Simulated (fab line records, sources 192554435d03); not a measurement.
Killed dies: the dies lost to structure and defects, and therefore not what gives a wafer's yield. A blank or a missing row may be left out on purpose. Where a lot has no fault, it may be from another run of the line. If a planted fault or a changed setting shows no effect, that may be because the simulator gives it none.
Chamber matching | flow n5_finfet | N5_BEOL_M1_DESCUM_16 on rie_diel-06 has 3 sister chambers
The step chemistry O2, time 7 s. 3 wafers are shown with their chamber, then 4 later ones without.

WAFERS PAIRED WITH THEIR CHAMBERS
wafer  | chamber | drypump_motor_current_A (A)
L087.2 | 3       | 5.2
L089.2 | 0       | 5.5
L089.3 | 2       | 6.1

WAFERS MISSING THEIR CHAMBER
wafer  | drypump_motor_current_A (A)
L089.5 | 5.6
L090.5 | 6.1
L095.1 | 5.5
L095.4 | 5.2

THE CHAMBER EACH PASSED THROUGH
wafer  | from the rows above | in truth
L089.5 | 0                   | 0
L090.5 | 2                   | 2
L095.1 | 0                   | 0
L095.4 | 3                   | 3
4 of 4 placed correctly. Not placeable from these rows: 0. Number placed wrongly: 0.
How it was worked out, from the rows above alone: a wafer's distance from a chamber is the root of the sum, over the readings, of the square of ((its reading less the chamber's mean) divided by the reading's scatter). If the next closest chamber is less than 2 further off than the closest, the wafer can't be placed; otherwise it belongs to the closest. The mean given for a chamber averages the wafers shown for that chamber. The scatter (one wafer shown for each chamber): square how far every hidden wafer sits from the nearest shown wafer, average those squares and take the square root.
